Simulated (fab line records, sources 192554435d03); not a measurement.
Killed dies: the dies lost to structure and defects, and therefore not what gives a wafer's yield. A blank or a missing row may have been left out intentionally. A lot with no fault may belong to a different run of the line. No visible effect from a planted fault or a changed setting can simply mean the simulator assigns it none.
fab line records    flow n5-finfet
record: lots: 9  wafers: 23  last-day: 18
route steps=1938 shown BEOL_M2@881 BEOL_M4@1111
lots with no fault: from the same line, run without faults
start-h: hours from the record's first day to the start of the lot's first wafer shown    wait-h: time in hours since the lot's previous step    " identical to the entry in the row above    L1.1+2: a single row standing in for several wafers    - value missing, or start not given    * or withheld: withheld    < > ~ a bound
route shown NAME@n: a module of which the file shows steps, and the number in the route of the first    usual: the fault-free wafers' mean and standard deviation    same: alike in all rows    chamber/n: place in a boat    sites: each site's reading    _std_site: standard deviation across them    _edge_site: inner sites' mean taken away from outer sites' mean    radius-mm: for every site, how far away it sits from the centre of the wafer    mask NAME#n: copy n    behind: the last tool/chamber to shape the wafer    hold: reason for holding the lot/hours on hold/outcome of the hold    device: the n, p or np transistor that did not switch    end of line: the tests these same wafers got at the end of their route    step lacking rows: just its recipe    killed: dies lost to structure and defects at the first sort, not the wafer's yield    map: dies across one wafer; x = killed, . = not, _ = none there
set.NAME: setting as actually run; set.NAME@STEP: the setting as run at that earlier step    model.NAME: the simulator's own value behind a step, which no gauge read
one table for each step of the route and one row for each wafer, over a sample of lots
services: when a tool's chamber went out of use (start-h, in hours from the record's first day, below 0 if earlier), for how many hours, and the reason
== steps ==
step: N5_BEOL_M2_ETCH_69
recipe: chemistry: CF4  target: SiARC  target-depth-a: 156  mask-material: CAR-EUV  time-s: 26  ion-energy-ev: 80  pressure-mtorr: 40  source-w: 545  bias-w: 36  Ar_flow_sccm: 100  cf4-flow-sccm: 100  ends: cleared
usual: bias-w: 36.00/0.1  drypump-motor-current-A: 5.4/0.44  etch-rf-on-time-s: 26.3/1.1  oes-product-au: 0.67/0.049  rf-vpp-V: 184.5/1  showerhead-plenum-p-Torr: 2.18/0.066  throttle-valve-pct: 15.60/0.22
lot.wafer  tool         chamber  start-h  wait-h  bias-w  drypump-motor-current-A  etch-rf-on-time-s  oes-product-au  rf-hours-counter-h  rf-vpp-V  showerhead-plenum-p-Torr  throttle-valve-pct
L573.1     rie-diel-01  0        133.42   0.0     35.80   6.1                      25.9               0.61            226                 182.9     2.01                      15.76
L573.2     "            2        "        "       36.16   5.2                      27.9               0.68            67                  183.8     2.16                      15.22
L573.3     "            1        "        "       35.99   5.7                      26.2               0.78            9                   184.6     2.28                      15.72
L576.5     rie-diel-02  0        152.33   0.0     35.98   4.9                      26.0               0.66            -                   183.8     2.14                      15.51
L576.6     "            3        "        "       35.88   5.2                      24.5               0.68            -                   183.8     2.15                      15.72
L575.3     rie-diel-02  3        152.77   0.0     36.03   5.2                      24.7               0.67            127                 184.3     2.15                      15.73
L575.4     "            2        "        "       36.09   6.3                      26.9               0.72            46                  185.3     2.26                      15.49
L575.5     "            0        "        "       35.98   4.9                      25.9               0.66            -                   184.3     2.14                      15.50
L578.1     rie-diel-01  2        164.65   0.0     36.04   5.2                      28.3               0.66            79                  186.3     2.16                      15.21
L578.2     "            0        "        "       35.88   6.1                      26.8               0.59            239                 182.5     2.00                      15.79
L578.3     "            3        "        "       36.14   5.7                      26.7               0.66            112                 183.5     2.17                      15.98
L586.2     rie-diel-02  1        218.42   0.0     35.93   4.9                      28.0               0.65            111                 185.3     2.25                      15.58
L586.4     "            3        "        "       36.13   5.2                      24.5               0.66            142                 184.8     2.15                      15.74
L588.4     rie-diel-05  1        227.09   0.0     35.85   5.6                      25.5               0.64            -                   184.7     2.22                      15.27
L588.5     "            0        "        "       36.04   5.4                      24.3               0.76            -                   183.2     2.08                      15.65
L593.2     rie-diel-02  0        256.81   0.0     35.88   4.9                      25.9               0.64            177                 186.4     2.13                      15.54
L593.5     "            0        "        "       36.08   4.9                      25.8               0.63            -                   184.8     2.13                      15.56
L594.1     rie-diel-01  0        262.58   0.0     36.00   6.0                      25.4               0.81            14                  184.5     2.25                      15.31
L594.4     "            1        "        "       35.90   5.7                      26.7               0.69            61                  184.5     2.26                      15.81
L594.6     "            3        "        "       35.89   5.7                      26.4               0.62            -                   183.2     2.16                      16.05
L595.1     rie-diel-05  3        278.56   0.0     36.16   5.1                      26.0               0.69            115                 185.3     2.15                      15.74
L595.4     "            0        "        "       36.01   5.4                      24.3               0.74            90                  183.0     2.08                      15.70
L595.6     "            0        "        "       35.96   5.4                      24.3               0.74            -                   184.9     2.08                      15.69
step: N5_BEOL_M2_ETCH_70
recipe: chemistry: N2/H2  target: SOC  target-depth-a: 800  overetch-a: 240  mask-material: SiARC  temp-c: 40  time-s: 130  ion-energy-ev: 200  pressure-mtorr: 30  source-w: 840  bias-w: 150  n2-flow-sccm: 200  h2-flow-sccm: 200
usual: bias-w: 149.9/0.45  drypump-motor-current-A: 5.5/0.43  oes-product-au: 0.59/0.044  rf-vpp-V: 525.1/2.4  showerhead-plenum-p-Torr: 2.59/0.084  throttle-valve-pct: 17.89/0.27
lot.wafer  tool         chamber  start-h  wait-h  bias-w  drypump-motor-current-A  oes-product-au  rf-hours-counter-h  rf-vpp-V  showerhead-plenum-p-Torr  throttle-valve-pct
L573.1     rie-diel-01  0        135.98   0.0     150.1   6.0                      0.53            228                 520.1     2.41                      18.15
L573.2     "            3        "        "       149.6   5.7                      0.58            100                 524.1     2.56                      18.13
L573.3     "            2        "        "       149.6   5.2                      0.61            68                  524.4     2.59                      17.50
L576.5     rie-diel-05  0        153.88   0.0     150.0   5.4                      0.65            -                   521.9     2.46                      17.83
L576.6     "            3        "        "       149.5   5.1                      0.62            -                   525.0     2.61                      18.13
L575.3     rie-diel-01  3        153.93   0.0     149.2   5.7                      0.58            107                 524.6     2.56                      18.14
L575.4     "            1        "        "       149.3   5.7                      0.67            16                  528.6     2.72                      18.10
L575.5     "            2        "        "       150.4   5.2                      0.60            -                   524.6     2.59                      17.52
L578.1     rie-diel-01  2        169.11   0.0     149.5   5.2                      0.59            81                  526.5     2.58                      17.53
L578.2     "            3        "        "       150.4   5.7                      0.57            114                 523.2     2.55                      18.14
L578.3     "            0        "        "       150.0   6.1                      0.52            242                 520.5     2.41                      18.20
L586.2     rie-diel-02  2        230.02   0.0     149.2   6.4                      0.60            69                  528.6     2.65                      17.52
L586.4     "            0        "        "       149.9   4.9                      0.56            166                 523.0     2.55                      17.91
L588.4     rie-diel-01  0        233.36   0.0     150.0   6.0                      0.70            8                   527.6     2.72                      17.68
L588.5     "            0        "        "       150.5   6.1                      0.71            -                   527.3     2.72                      17.68
L593.2     rie-diel-01  1        259.68   0.0     150.0   5.7                      0.61            60                  528.5     2.70                      18.17
L593.5     "            1        "        "       149.6   5.7                      0.61            -                   528.5     2.70                      18.16
L594.1     rie-diel-01  2        274.04   0.0     150.1   5.2                      0.57            123                 524.2     2.56                      17.59
L594.4     "            0        "        "       149.8   6.0                      0.69            17                  528.3     2.72                      17.71
L594.6     "            2        "        "       149.9   5.2                      0.57            -                   524.0     2.56                      17.59
L595.1     rie-diel-01  0        280.65   0.0     150.3   6.1                      0.68            19                  526.4     2.71                      17.71
L595.4     "            3        "        "       149.4   5.7                      0.54            158                 523.2     2.54                      18.23
L595.6     "            3        "        "       149.7   5.7                      0.55            -                   523.4     2.54                      18.22
step: N5_BEOL_M2_TRENCH_ETCH_37
recipe: chemistry: C4F6/O2  target-depth-a: 555.55  target: SiOC  time-s: 29.2  ion-energy-ev: 250  pressure-mtorr: 30  source-w: 355  bias-w: 185  Ar_flow_sccm: 300  C4F6_flow_sccm: 10  O2_flow_sccm: 10
usual: bias-w: 185.0/0.61  drypump-motor-current-A: 5.5/0.44  oes_ar_750_au: 0.79/0.057  oes-product-au: 0.79/0.064  rf-vpp-V: 674/12  showerhead-plenum-p-Torr: 2.89/0.099  throttle-valve-pct: 20.87/0.27
lot.wafer  tool         chamber  start-h  wait-h  bias-w  drypump-motor-current-A  oes_ar_750_au  oes-product-au  rf-hours-counter-h  rf-vpp-V  showerhead-plenum-p-Torr  throttle-valve-pct
L573.1     rie-diel-01  0        136.18   -       186.0   6.1                      0.70           0.71            228                 680       2.67                      20.99
L573.2     "            3        "        "       184.9   5.7                      0.78           0.78            100                 661       2.88                      21.20
L573.3     "            2        "        "       185.7   5.2                      0.80           0.81            68                  679       2.87                      20.37
L576.5     rie-diel-05  0        154.06   -       183.2   5.4                      0.92           0.91            -                   654       2.79                      20.98
L576.6     "            3        "        "       185.7   5.1                      0.85           0.86            -                   683       2.87                      20.87
L575.3     rie-diel-01  3        154.14   -       199.0   5.8                      0.78           0.78            107                 701       2.88                      21.20
L575.4     "            1        "        "       198.9   5.7                      0.88           0.92            16                  726       3.02                      21.08
L575.5     "            2        "        "       199.8   5.2                      0.79           0.81            -                   720       2.87                      20.40
L578.1     rie-diel-01  2        169.31   -       198.6   5.2                      0.79           0.80            81                  720       2.86                      20.40
L578.2     "            3        "        "       198.4   5.7                      0.77           0.78            114                 700       2.87                      21.21
L578.3     "            0        "        "       199.0   6.0                      0.70           0.71            242                 720       2.67                      21.00
L586.2     rie-diel-02  2        230.23   -       184.8   6.3                      0.82           0.82            69                  656       3.03                      20.98
L586.4     "            0        "        "       184.9   4.9                      0.75           0.76            166                 689       2.81                      20.64
L588.4     rie-diel-01  0        233.57   -       184.4   6.0                      0.95           0.97            8                   691       3.00                      20.58
L588.5     "            0        "        "       185.2   6.0                      0.95           0.96            -                   691       3.00                      20.57
L593.2     rie-diel-01  1        259.88   -       185.3   5.7                      0.80           0.82            60                  685       3.00                      21.12
L593.5     "            1        "        "       184.8   5.7                      0.81           0.82            -                   685       3.00                      21.15
L594.1     rie-diel-01  2        274.25   -       186.0   5.2                      0.74           0.76            123                 679       2.84                      20.47
L594.4     "            0        "        "       185.1   6.0                      0.93           0.93            17                  692       2.99                      20.58
L594.6     "            2        "        "       185.0   5.2                      0.75           0.76            -                   679       2.84                      20.48
L595.1     rie-diel-01  0        280.85   -       184.3   6.1                      0.92           0.93            19                  691       2.99                      20.59
L595.4     "            3        "        "       184.8   5.7                      0.74           0.72            158                 660       2.85                      21.28
L595.6     "            3        "        "       184.8   5.7                      0.74           0.72            -                   659       2.85                      21.29
step: N5_BEOL_M2_ETCH_41
recipe: chemistry: CH3F/O2  target: SiCN  target-depth-a: 299  taper-deg: 2  time-s: 52.5  ion-energy-ev: 120  mask-material: TiN  pressure-mtorr: 30  source-w: 395  bias-w: 75  Ar_flow_sccm: 150  CH3F_flow_sccm: 30  O2_flow_sccm: 20
usual: CH3F_flow_sccm: 30.01/0.084  bias-w: 75.01/0.22  drypump-motor-current-A: 5.5/0.43  oes-product-au: 0.79/0.065  rf-vpp-V: 298.1/1.6  showerhead-plenum-p-Torr: 2.03/0.073  throttle-valve-pct: 16.33/0.24
lot.wafer  tool         chamber  start-h  wait-h  CH3F_flow_sccm  bias-w  drypump-motor-current-A  oes-product-au  rf-hours-counter-h  rf-vpp-V  showerhead-plenum-p-Torr  throttle-valve-pct
L573.1     rie-diel-01  0        -        -       30.04           75.13   6.0                      0.70            228                 296.0     1.87                      16.51
L573.2     "            3        "        "       30.08           75.12   5.7                      0.78            100                 299.2     2.02                      16.60
L573.3     "            2        "        "       30.00           75.16   5.2                      0.79            68                  298.8     2.02                      15.87
L576.5     rie-diel-05  0        -        -       30.08           74.75   5.4                      0.91            -                   293.6     1.95                      16.34
L576.6     "            3        "        "       30.18           74.99   5.1                      0.86            -                   297.7     2.02                      16.33
L575.3     rie-diel-01  3        -        -       29.88           75.14   5.7                      0.77            107                 298.2     2.02                      16.60
L575.4     "            1        "        "       30.01           74.76   5.7                      0.91            16                  299.5     2.13                      16.47
L575.5     "            2        "        "       30.16           75.18   5.2                      0.80            -                   296.6     2.01                      15.89
L578.1     rie-diel-01  2        -        -       30.07           74.89   5.2                      0.79            81                  300.5     2.01                      15.90
L578.2     "            3        "        "       30.02           75.04   5.7                      0.76            114                 298.2     2.02                      16.62
L578.3     "            0        "        "       29.90           74.82   6.1                      0.69            242                 295.5     1.87                      16.54
L586.2     rie-diel-02  2        -        -       30.12           75.13   6.3                      0.82            69                  299.1     2.13                      16.36
L586.4     "            0        "        "       29.99           75.23   4.8                      0.75            166                 296.3     1.98                      16.17
L588.4     rie-diel-01  0        -        -       29.91           74.73   6.0                      0.97            8                   300.6     2.11                      16.02
L588.5     "            0        "        "       30.04           75.02   6.0                      0.97            -                   299.7     2.11                      16.02
L593.2     rie-diel-01  1        -        -       29.98           75.13   5.7                      0.82            60                  298.7     2.12                      16.54
L593.5     "            1        "        "       30.04           75.13   5.7                      0.82            -                   300.2     2.12                      16.55
L594.1     rie-diel-01  2        -        -       29.84           74.93   5.2                      0.75            123                 297.6     2.00                      15.98
L594.4     "            0        "        "       30.08           75.10   6.0                      0.94            17                  300.0     2.11                      16.05
L594.6     "            2        "        "       29.98           74.92   5.2                      0.75            -                   297.5     2.00                      15.98
L595.1     rie-diel-01  0        -        -       30.06           75.14   6.0                      0.93            19                  300.3     2.11                      16.06
L595.4     "            3        "        "       30.10           75.12   5.7                      0.72            158                 298.4     2.00                      16.69
L595.6     "            3        "        "       30.14           74.94   5.7                      0.72            -                   296.6     2.00                      16.69
step: N5_BEOL_M4_RC_MEAS_101
usual: DIBL_N: 37.4/2.1  DIBL_P: 37.8/2.5  IOFF_N: 0.19/0.045  IOFF_P: 0.24/0.05  ION_N: 682/16  ION_P: 467/11  SS_N: 71.9/0.67  SS_P: 73.6/0.76  VT_N: 247/3.6  VT_P: -248/3.6
lot.wafer  tool       chamber  start-h  wait-h  DIBL_N[mV/V]  DIBL_P[mV/V]  IOFF_N[nA/um]  IOFF_P[nA/um]  ION_N[uA/um]  ION_P[uA/um]  SS_N[mV/dec]  SS_P[mV/dec]  VT_N[mV]  VT_P[mV]
L573.1     prober-01  0        157.99   0.0     36.8          38.7          0.19           0.25           670           461           72.3          75.0          249       -249
L573.2     "          0        "        "       37.8          39.0          0.23           0.27           679           460           72.1          74.4          246       -247
L573.3     "          0        "        "       33.9          34.3          0.14           0.17           664           451           71.3          72.5          251       -252
L576.5     prober-01  0        181.68   0.6     35.5          36.7          0.14           0.21           666           463           71.5          73.2          252       -252
L576.6     "          0        "        "       37.0          36.9          0.16           0.22           669           458           71.8          73.8          249       -249
L575.3     prober-02  0        185.35   0.3     35.1          34.3          0.15           0.19           694           475           71.3          72.7          249       -252
L575.4     "          0        "        "       37.9          36.8          0.19           0.22           690           465           72.0          73.8          244       -249
L575.5     "          0        "        "       36.0          33.6          0.14           0.18           650           447           72.1          73.1          253       -252
L578.1     prober-02  0        191.10   0.0     38.9          39.8          0.23           0.29           704           477           73.0          74.0          242       -244
L578.2     "          0        "        "       35.4          36.1          0.16           0.22           665           459           72.0          73.6          245       -246
L578.3     "          0        "        "       33.9          34.6          0.13           0.20           682           477           71.7          72.8          250       -250
L586.2     prober-02  0        254.80   1.0     34.6          33.4          0.14           0.15           664           440           71.1          73.0          254       -256
L586.4     "          0        "        "       39.8          42.2          0.24           0.29           681           457           71.7          74.8          244       -248
L588.4     prober-01  0        261.76   0.5     40.4          40.0          0.24           0.29           675           460           72.8          74.3          248       -247
L588.5     "          0        "        "       39.0          38.3          0.19           0.26           662           456           73.4          74.4          250       -251
L593.2     prober-02  0        288.22   0.2     37.6          37.5          0.20           0.27           715           493           71.5          73.7          246       -244
L593.5     "          0        "        "       36.1          36.6          0.19           0.28           697           485           71.0          74.0          247       -242
L594.1     prober-02  0        299.62   0.0     31.5          31.3          0.10           0.15           654           459           70.0          71.4          254       -254
L594.4     "          0        "        "       34.3          34.7          0.14           0.19           665           465           71.4          72.7          250       -248
L594.6     "          0        "        "       34.5          35.4          0.14           0.20           667           463           71.7          72.8          250       -251
L595.1     prober-01  0        315.96   0.0     36.1          36.7          0.15           0.20           659           448           71.9          72.8          251       -252
L595.4     "          0        "        "       35.7          36.4          0.15           0.21           656           452           71.4          73.3          248       -249
L595.6     "          0        "        "       35.1          36.8          0.14           0.21           673           461           72.2          73.0          250       -252
== services ==
tool         chamber  start-h  hours  kind
rie-diel-05  -        112.03   4.3    pm
rie-diel-02  2        136.70   8.8    repair
rie-diel-02  -        154.74   14.6   pm
rie-diel-05  2        159.38   5.2    repair
rie-diel-02  1        170.92   3.2    repair
rie-diel-05  2        185.33   -      clean
rie-diel-05  2        185.33   -      consumable-replace:focus-ring
rie-diel-05  2        185.33   22.6   scheduled-down
rie-diel-05  2        185.33   22.6   vent-cycle
rie-diel-01  0        194.65   -      clean
rie-diel-01  0        194.65   -      consumable-replace:focus-ring
rie-diel-01  0        194.65   -      consumable-replace:showerhead
rie-diel-01  0        194.65   18.3   scheduled-down
rie-diel-01  0        194.65   18.3   vent-cycle
rie-diel-02  -        201.05   2.8    pm
rie-diel-05  3        264.39   4.8    repair
rie-diel-05  -        272.79   2.8    pm
== key ==
first-sign: step: N5_BEOL_M2_TRENCH_ETCH_37  reading: bias-w  direction: up  sigmas: 23  usual: *  struck: *
effect: step: N5_BEOL_M2_TRENCH_ETCH_37  reading: rf-vpp-V  direction: up  sigmas: 3.4  usual: 674  struck: 714
met-at N5_BEOL_M2_TRENCH_ETCH_37
struck-lots L575,L578
not-acting-at N5_BEOL_M2_ETCH_69,N5_BEOL_M2_ETCH_70,N5_BEOL_M2_ETCH_41
onset-between 136.18 154.14
fault: kind: process-parameter-drift  tool: rie-diel-01  chamber: -  onset-h: 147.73  steps: N5_BEOL_M2_TRENCH_ETCH_37  channel: bias-w  offset: *  shape: step  end-h: 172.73  acts-in: *  stated: *
